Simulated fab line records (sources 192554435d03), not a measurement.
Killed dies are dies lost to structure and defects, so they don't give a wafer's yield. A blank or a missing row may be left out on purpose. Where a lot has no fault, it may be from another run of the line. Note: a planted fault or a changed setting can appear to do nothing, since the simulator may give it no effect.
Matching of chambers || flow n5 finfet || N5_SPACER0_ALD_00 on ald sin-01: 4 sister chambers
The step deposits SiOCN, target thk 3.5 nm, pulse time 3 s, purge time 2 s. 4 wafers are shown with their chamber, then 7 later ones without.

## EACH WAFER AND ITS CHAMBER
{"wafer": "L079.4", "chamber": 2, "heater power w (W)": 816}
{"wafer": "L091.1", "chamber": 3, "heater power w (W)": 788}
{"wafer": "L094.2", "chamber": 0, "heater power w (W)": 758}
{"wafer": "L094.3", "chamber": 1, "heater power w (W)": 901}

## WAFERS WITH NO CHAMBER GIVEN
{"wafer": "L094.5", "heater power w (W)": 789}
{"wafer": "L096.1", "heater power w (W)": 779}
{"wafer": "L096.4", "heater power w (W)": 786}
{"wafer": "L096.6", "heater power w (W)": 920}
{"wafer": "L097.2", "heater power w (W)": 801}
{"wafer": "L097.5", "heater power w (W)": 784}
{"wafer": "L097.6", "heater power w (W)": 817}

## THE CHAMBER EACH PASSED THROUGH
{"wafer": "L094.5", "from the rows above": 3, "in truth": 3}
{"wafer": "L096.1", "from the rows above": "can't be placed: 3 or 0", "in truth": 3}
{"wafer": "L096.4", "from the rows above": 3, "in truth": 3}
{"wafer": "L096.6", "from the rows above": 1, "in truth": 1}
{"wafer": "L097.2", "from the rows above": "can't be placed: 3 or 2", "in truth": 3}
{"wafer": "L097.5", "from the rows above": 3, "in truth": 3}
{"wafer": "L097.6", "from the rows above": 2, "in truth": 2}
Placed correctly: 5 of 7. From these rows, 2 cannot be placed; in 2 the true chamber is one of the candidates. 0 placed wrongly.
How it was worked out, from the rows above alone: a wafer's distance from a chamber is the root of the sum, over the readings, of the square of ((its reading less the chamber's mean) divided by the reading's scatter). If the next closest chamber is less than 2 further off than the closest, the wafer can't be placed; otherwise it belongs to the closest. A chamber's mean is the mean of its shown wafers. The scatter: root of mean squared gap, hidden wafer to nearest shown wafer, with one shown wafer a chamber.
